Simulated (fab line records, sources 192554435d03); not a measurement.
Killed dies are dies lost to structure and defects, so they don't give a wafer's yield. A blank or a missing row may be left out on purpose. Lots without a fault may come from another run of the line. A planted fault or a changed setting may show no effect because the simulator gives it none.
Which tool did it? | flow n5_finfet | 24 lots, 72 wafers sampled, at 6 steps of a route of 1938

WHAT THE GAUGES READ, wafer by wafer
N5_PMOS_HMC_CHANNEL_EPI_INSPECT_30: inspects for defects (darkfield).
lot  | measured    | on                | raw_defect_count
L074 | day 1 21:12 | defect_inspect-02 | 26 27 29
L075 | day 2 02:19 | defect_inspect-01 | 15 29 22
L076 | day 2 07:47 | defect_inspect-01 | 15 18 18
L077 | day 2 14:52 | defect_inspect-01 | 39 20 29
L078 | day 2 20:50 | defect_inspect-02 | 11 23 16
L079 | day 3 02:04 | defect_inspect-02 | 28 26 37
L080 | day 3 07:52 | defect_inspect-02 | 18 10 9
L081 | day 3 14:30 | defect_inspect-01 | 15 19 17
L082 | day 3 20:16 | defect_inspect-02 | 26 22 21
L083 | day 4 03:01 | defect_inspect-02 | 24 15 21
L084 | day 4 08:10 | defect_inspect-02 | 10 21 23
L085 | day 4 13:59 | defect_inspect-02 | 15 16 18
L086 | day 4 19:58 | defect_inspect-02 | 14 27 29
L087 | day 5 03:01 | defect_inspect-02 | 14 19 22
L088 | day 5 07:44 | defect_inspect-01 | 19 23 21
L089 | day 5 13:50 | defect_inspect-01 | 23 29 16
L090 | day 5 20:26 | defect_inspect-02 | 22 8 14
L091 | day 6 03:09 | defect_inspect-02 | 14 16 22
L092 | day 6 08:20 | defect_inspect-01 | 21 23 16
L093 | day 6 14:56 | defect_inspect-01 | 10 16 15
L094 | day 6 21:40 | defect_inspect-01 | 19 12 19
L095 | day 7 02:35 | defect_inspect-01 | 13 13 11
L096 | day 7 08:02 | defect_inspect-01 | 25 29 26
L097 | day 7 13:53 | defect_inspect-02 | 13 18 18

N5_FIN_SAQP_THK_MEAS_07.
lot  | measured    | on            | thk_nm (nm)
L074 | day 1 22:02 | film_metro-01 | 60.2 60.0 60.6
L075 | day 2 03:16 | film_metro-01 | 59.3 60.1 60.5
L076 | day 2 08:46 | film_metro-01 | 60.4 61.1 61.2
L077 | day 2 15:55 | film_metro-01 | 59.8 60.5 60.5
L078 | day 2 21:41 | film_metro-01 | 59.5 60.3 60.6
L079 | day 3 02:58 | film_metro-01 | 59.4 61.0 60.9
L080 | day 3 08:42 | film_metro-01 | 58.7 60.7 60.2
L081 | day 3 16:51 | film_metro-01 | 60.8 59.7 60.5
L082 | day 3 21:06 | film_metro-02 | 58.9 59.2 59.0
L083 | day 4 03:52 | film_metro-02 | 59.4 60.3 60.5
L084 | day 4 09:14 | film_metro-02 | 59.3 59.6 59.1
L085 | day 4 15:10 | film_metro-01 | 59.0 60.4 59.5
L086 | day 4 21:41 | film_metro-01 | 59.5 61.5 61.6
L087 | day 5 04:16 | film_metro-01 | 60.5 61.4 60.8
L088 | day 5 08:47 | film_metro-01 | 58.7 60.0 59.6
L089 | day 5 14:55 | film_metro-02 | 59.4 60.4 60.5
L090 | day 5 21:17 | film_metro-02 | 59.4 60.6 59.2
L091 | day 6 04:01 | film_metro-02 | 58.5 59.5 60.0
L092 | day 6 09:22 | film_metro-02 | 60.7 60.0 59.6
L093 | day 6 16:01 | film_metro-01 | 58.9 60.1 60.7
L094 | day 6 22:45 | film_metro-01 | 58.7 58.2 59.0
L095 | day 7 03:47 | film_metro-01 | 59.8 60.1 58.8
L096 | day 7 09:04 | film_metro-02 | 58.7 58.9 59.8
L097 | day 7 14:46 | film_metro-01 | 59.5 60.0 61.4

N5_FIN_SAQP_OVL_MEAS_17.
lot  | measured    | on         | FIN_CORE_OVL (nm)
L074 | day 1 22:28 | overlay-02 | 2.0 0.6 0.4
L075 | day 2 03:47 | overlay-02 | -1.2 -0.6 -0.5
L076 | day 2 09:10 | overlay-01 | -0.5 0.2 0.2
L077 | day 2 16:27 | overlay-01 | 0.0 -0.9 -0.2
L078 | day 2 22:12 | overlay-01 | -0.8 -0.2 -0.8
L079 | day 3 03:29 | overlay-02 | 0.5 1.3 1.0
L080 | day 3 09:15 | overlay-01 | 0.5 1.0 1.5
L081 | day 3 17:15 | overlay-01 | -0.2 -0.2 0.9
L082 | day 3 21:37 | overlay-01 | -0.4 0.3 1.1
L083 | day 4 04:23 | overlay-01 | 0.2 0.9 1.1
L084 | day 4 09:38 | overlay-02 | 0.4 0.1 0.3
L085 | day 4 15:43 | overlay-02 | -0.6 0.4 1.4
L086 | day 4 22:14 | overlay-02 | 0.1 0.4 -0.4
L087 | day 5 04:40 | overlay-02 | -0.9 0.1 0.5
L088 | day 5 09:11 | overlay-02 | -0.3 -0.2 -0.8
L089 | day 5 15:26 | overlay-01 | 0.0 -1.3 0.8
L090 | day 5 21:49 | overlay-01 | -0.2 1.6 0.5
L091 | day 6 04:32 | overlay-02 | 1.3 0.3 0.2
L092 | day 6 09:54 | overlay-02 | 1.5 0.5 1.2
L093 | day 6 16:25 | overlay-01 | 0.1 0.1 -0.9
L094 | day 6 23:16 | overlay-02 | 1.0 -0.7 0.0
L095 | day 7 04:20 | overlay-02 | 0.2 1.5 1.0
L096 | day 7 09:35 | overlay-01 | 0.4 -0.4 1.2
L097 | day 7 15:10 | overlay-01 | 2.5 0.0 0.9

WHICH TOOL RAN EACH LOT (tool, then ch and the chambers of the sampled wafers, then the start)
lot  | N5_WELL_APT_EPI_41             | N5_PMOS_HMC_CHANNEL_EPI_HM_OPEN_15 | N5_FIN_SAQP_PECVD_48
L074 | epi_rpcvd-01 ch 0, day 1 17:15 | rie_diel-05 ch 1,2,3, day 1 18:23  | pecvd-02 ch 1,2, day 1 21:55
L075 | epi_rpcvd-03 ch 0, day 1 22:23 | rie_diel-04 ch 0,3, day 1 23:39    | pecvd-04 ch 0,1, day 2 03:08
L076 | epi_rpcvd-04 ch 0, day 2 04:07 | rie_diel-05 ch 0,1, day 2 05:08    | pecvd-02 ch 1,2, day 2 08:38
L077 | epi_rpcvd-04 ch 0, day 2 11:06 | rie_diel-05 ch 0,1,2, day 2 12:12  | pecvd-04 ch 0,2, day 2 15:47
L078 | epi_rpcvd-03 ch 0, day 2 16:56 | rie_diel-04 ch 0,2, day 2 18:11    | pecvd-04 ch 0,1, day 2 21:33
L079 | epi_rpcvd-04 ch 0, day 2 22:13 | rie_diel-03 ch 0,3, day 2 23:20    | pecvd-02 ch 1,2, day 3 02:47
L080 | epi_rpcvd-04 ch 0, day 3 04:10 | rie_diel-05 ch 2,3, day 3 05:12    | pecvd-04 ch 0,1, day 3 08:34
L081 | epi_rpcvd-03 ch 0, day 3 10:25 | rie_diel-05 ch 0,2,3, day 3 11:49  | pecvd-03 ch 0,1,2, day 3 16:44
L082 | epi_rpcvd-04 ch 0, day 3 16:28 | rie_diel-03 ch 0,3, day 3 17:35    | pecvd-04 ch 0,2, day 3 20:58
L083 | epi_rpcvd-04 ch 0, day 3 22:23 | rie_diel-05 ch 0,1, day 3 23:58    | pecvd-04 ch 0,1, day 4 03:44
L084 | epi_rpcvd-04 ch 0, day 4 04:22 | rie_diel-05 ch 0,3, day 4 05:30    | pecvd-04 ch 0,1,2, day 4 09:07
L085 | epi_rpcvd-03 ch 0, day 4 10:11 | rie_diel-03 ch 0,2, day 4 11:13    | pecvd-04 ch 0,1,2, day 4 15:02
L086 | epi_rpcvd-01 ch 0, day 4 16:13 | rie_diel-03 ch 0,2, day 4 17:17    | pecvd-03 ch 1,2, day 4 21:32
L087 | epi_rpcvd-04 ch 0, day 4 22:56 | rie_diel-04 ch 0,2,3, day 5 00:16  | pecvd-03 ch 0,1,2, day 5 04:08
L088 | epi_rpcvd-03 ch 0, day 5 04:03 | rie_diel-03 ch 0,2,3, day 5 05:04  | pecvd-03 ch 1,2, day 5 08:40
L089 | epi_rpcvd-04 ch 0, day 5 10:03 | rie_diel-05 ch 0,1,3, day 5 11:10  | pecvd-02 ch 0,2, day 5 14:47
L090 | epi_rpcvd-04 ch 0, day 5 16:16 | rie_diel-03 ch 0,2,3, day 5 17:42  | pecvd-03 ch 0,1,2, day 5 21:09
L091 | epi_rpcvd-03 ch 0, day 5 22:41 | rie_diel-05 ch 0,2,3, day 6 00:29  | pecvd-04 ch 0,1,2, day 6 03:53
L092 | epi_rpcvd-03 ch 0, day 6 04:44 | rie_diel-05 ch 2,3, day 6 05:40    | pecvd-03 ch 0,1,2, day 6 09:16
L093 | epi_rpcvd-03 ch 0, day 6 10:29 | rie_diel-04 ch 0,1,2, day 6 11:37  | pecvd-03 ch 1,2, day 6 15:53
L094 | epi_rpcvd-04 ch 0, day 6 16:55 | rie_diel-04 ch 0,2,3, day 6 18:58  | pecvd-04 ch 0,1,2, day 6 22:37
L095 | epi_rpcvd-03 ch 0, day 6 22:48 | rie_diel-05 ch 1,2,3, day 6 23:55  | pecvd-02 ch 0,1,2, day 7 03:39
L096 | epi_rpcvd-04 ch 0, day 7 04:01 | rie_diel-05 ch 1,2,3, day 7 05:21  | pecvd-04 ch 0,1,2, day 7 08:56
L097 | epi_rpcvd-03 ch 0, day 7 10:06 | rie_diel-03 ch 1,2,3, day 7 11:13  | pecvd-03 ch 1,2, day 7 14:38
- N5_WELL_APT_EPI_41: deposits Si from SiH4/H2, target thk 50 nm, time 297.7 s.
- N5_PMOS_HMC_CHANNEL_EPI_HM_OPEN_15: chemistry CHF3/O2, target SiO2, target depth 40.6 nm, time 20.3 s.
- N5_FIN_SAQP_PECVD_48: deposits SiNx from SiH4/NH3/N2, target thk 25 nm, time 22.1 s.

WHAT THE TOOLS THEMSELVES READ (means of the sampled wafers that have a number; where no wafer has one, the mark that the record gives instead)
N5_WELL_APT_EPI_41.
lot  | tool         | throttle_valve_pct (%)
L074 | epi_rpcvd-01 | 12.0
L075 | epi_rpcvd-03 | 11.0
L076 | epi_rpcvd-04 | 12.0
L077 | epi_rpcvd-04 | 12.0
L078 | epi_rpcvd-03 | 10.9
L079 | epi_rpcvd-04 | 12.0
L080 | epi_rpcvd-04 | 12.0
L081 | epi_rpcvd-03 | 10.9
L082 | epi_rpcvd-04 | 12.1
L083 | epi_rpcvd-04 | 11.9
L084 | epi_rpcvd-04 | 12.0
L085 | epi_rpcvd-03 | 10.8
L086 | epi_rpcvd-01 | 12.0
L087 | epi_rpcvd-04 | 12.1
L088 | epi_rpcvd-03 | 10.9
L089 | epi_rpcvd-04 | 11.9
L090 | epi_rpcvd-04 | 12.0
L091 | epi_rpcvd-03 | 10.9
L092 | epi_rpcvd-03 | 10.7
L093 | epi_rpcvd-03 | 11.0
L094 | epi_rpcvd-04 | 12.0
L095 | epi_rpcvd-03 | 10.9
L096 | epi_rpcvd-04 | 11.9
L097 | epi_rpcvd-03 | 10.9

N5_PMOS_HMC_CHANNEL_EPI_HM_OPEN_15.
lot  | tool        | bias_w (W) | drypump_motor_current_A (A) | oes_product_au (a.u.) | rf_vpp_V (V) | showerhead_plenum_p_Torr (Torr) | throttle_valve_pct (%)
L074 | rie_diel-05 | 170.2      | 5.4                         | 0.88                  | 523          | 2.51                            | 18.67
L075 | rie_diel-04 | 169.4      | 6.2                         | 0.78                  | 519          | 2.38                            | 18.74
L076 | rie_diel-05 | 170.3      | 5.6                         | 0.97                  | 523          | 2.50                            | 18.75
L077 | rie_diel-05 | 170.3      | 5.7                         | 0.96                  | 525          | 2.49                            | 18.77
L078 | rie_diel-04 | 169.9      | 5.8                         | 0.76                  | 521          | 2.44                            | 18.71
L079 | rie_diel-03 | 170.3      | 5.6                         | 0.76                  | 523          | 2.38                            | 19.14
L080 | rie_diel-05 | 169.3      | 5.3                         | 0.80                  | 522          | 2.45                            | 18.74
L081 | rie_diel-05 | 170.2      | 5.7                         | 0.86                  | 524          | 2.44                            | 18.83
L082 | rie_diel-03 | 170.3      | 5.6                         | 0.76                  | 523          | 2.38                            | 19.15
L083 | rie_diel-05 | 170.1      | 6.0                         | 0.93                  | 523          | 2.43                            | 18.90
L084 | rie_diel-05 | 169.8      | 5.6                         | 0.79                  | 520          | 2.39                            | 18.88
L085 | rie_diel-03 | 169.7      | 5.9                         | 0.86                  | 526          | 2.44                            | 18.75
L086 | rie_diel-03 | 169.9      | 5.9                         | 0.86                  | 526          | 2.44                            | 18.75
L087 | rie_diel-04 | 169.6      | 5.7                         | 0.76                  | 518          | 2.41                            | 18.75
L088 | rie_diel-03 | 170.4      | 5.9                         | 0.77                  | 522          | 2.38                            | 19.04
L089 | rie_diel-05 | 169.8      | 5.6                         | 0.85                  | 522          | 2.44                            | 18.83
L090 | rie_diel-03 | 170.0      | 5.9                         | 0.77                  | 522          | 2.38                            | 19.05
L091 | rie_diel-05 | 170.1      | 5.7                         | 0.83                  | 523          | 2.43                            | 18.86
L092 | rie_diel-05 | 169.8      | 5.3                         | 0.76                  | 521          | 2.44                            | 18.79
L093 | rie_diel-04 | 170.1      | 5.5                         | 0.79                  | 518          | 2.42                            | 18.89
L094 | rie_diel-04 | 170.2      | 5.7                         | 0.74                  | 518          | 2.40                            | 18.77
L095 | rie_diel-05 | 169.6      | 5.3                         | 0.83                  | 522          | 2.49                            | 18.74
L096 | rie_diel-05 | 170.4      | 5.4                         | 0.82                  | 523          | 2.49                            | 18.75
L097 | rie_diel-03 | 170.1      | 6.1                         | 0.85                  | 520          | 2.44                            | 18.84

N5_FIN_SAQP_PECVD_48.
lot  | tool     | heater_power_outer_w (W) | heater_power_w (W) | showerhead_plenum_p_Torr (Torr) | showerhead_vpp_V (V) | throttle_valve_pct (%)
L074 | pecvd-02 | 412                      | 673                | 5.11                            | 1071                 | 41.5
L075 | pecvd-04 | 456                      | 762                | 5.08                            | 1039                 | 38.0
L076 | pecvd-02 | 387                      | 627                | 5.17                            | 1103                 | 41.7
L077 | pecvd-04 | 467                      | 764                | 5.09                            | 1023                 | 37.6
L078 | pecvd-04 | 386                      | 680                | 5.09                            | 1027                 | 38.0
L079 | pecvd-02 | 404                      | 676                | 5.12                            | 1074                 | 41.5
L080 | pecvd-04 | 445                      | 769                | 5.10                            | 1046                 | 37.7
L081 | pecvd-03 | 460                      | 787                | 5.14                            | 1075                 | 40.6
L082 | pecvd-04 | 423                      | 699                | 5.09                            | 1023                 | 37.8
L083 | pecvd-04 | 494                      | 831                | 5.09                            | 1046                 | 37.7
L084 | pecvd-04 | 521                      | 836                | 5.10                            | 1049                 | 37.7
L085 | pecvd-04 | 489                      | 791                | 5.10                            | 1048                 | 37.5
L086 | pecvd-03 | 484                      | 765                | 5.14                            | 1109                 | 41.4
L087 | pecvd-03 | 488                      | 814                | 5.14                            | 1086                 | 40.5
L088 | pecvd-03 | 450                      | 762                | 5.11                            | 1083                 | 39.3
L089 | pecvd-02 | 461                      | 743                | 5.05                            | 1068                 | 40.6
L090 | pecvd-03 | 426                      | 732                | 5.14                            | 1090                 | 40.6
L091 | pecvd-04 | 509                      | 829                | 5.09                            | 1060                 | 37.5
L092 | pecvd-03 | 444                      | 757                | 5.15                            | 1087                 | 40.6
L093 | pecvd-03 | 432                      | 752                | 5.10                            | 1070                 | 39.4
L094 | pecvd-04 | 462                      | 769                | 5.09                            | 1051                 | 37.6
L095 | pecvd-02 | 474                      | 752                | 5.10                            | 1096                 | 41.1
L096 | pecvd-04 | 483                      | 792                | 5.09                            | 1056                 | 37.5
L097 | pecvd-03 | 427                      | 714                | 5.13                            | 1114                 | 41.7

THE ANSWER, worked out from the rows above alone
Rule: what is usual is taken from the lots themselves. Put in order of their means at a reading, lots are off if they are a third of the lots or fewer, leave a main group of 4 or more, and stand apart from it by a gap of 3 or more times the standard deviation of the main group's means; of several such gaps the widest counts. A main group whose means are all the same, to the digits that the tables above print for the reading, isn't used. A lot without any number at a reading at which 4 lots or more have one is off too. The other lots that the step has rows for count as sound. The gauges are gone through in route order, then the tools' own readings, and for those a lot's mean is taken as printed above. The first step at which some lot is off is used, and at that step the reading that is off furthest; a lot without a number counts as furthest.
No lot is off at any reading shown: from this, nothing can be told.

WHAT THE SIMULATOR HAD PUT IN
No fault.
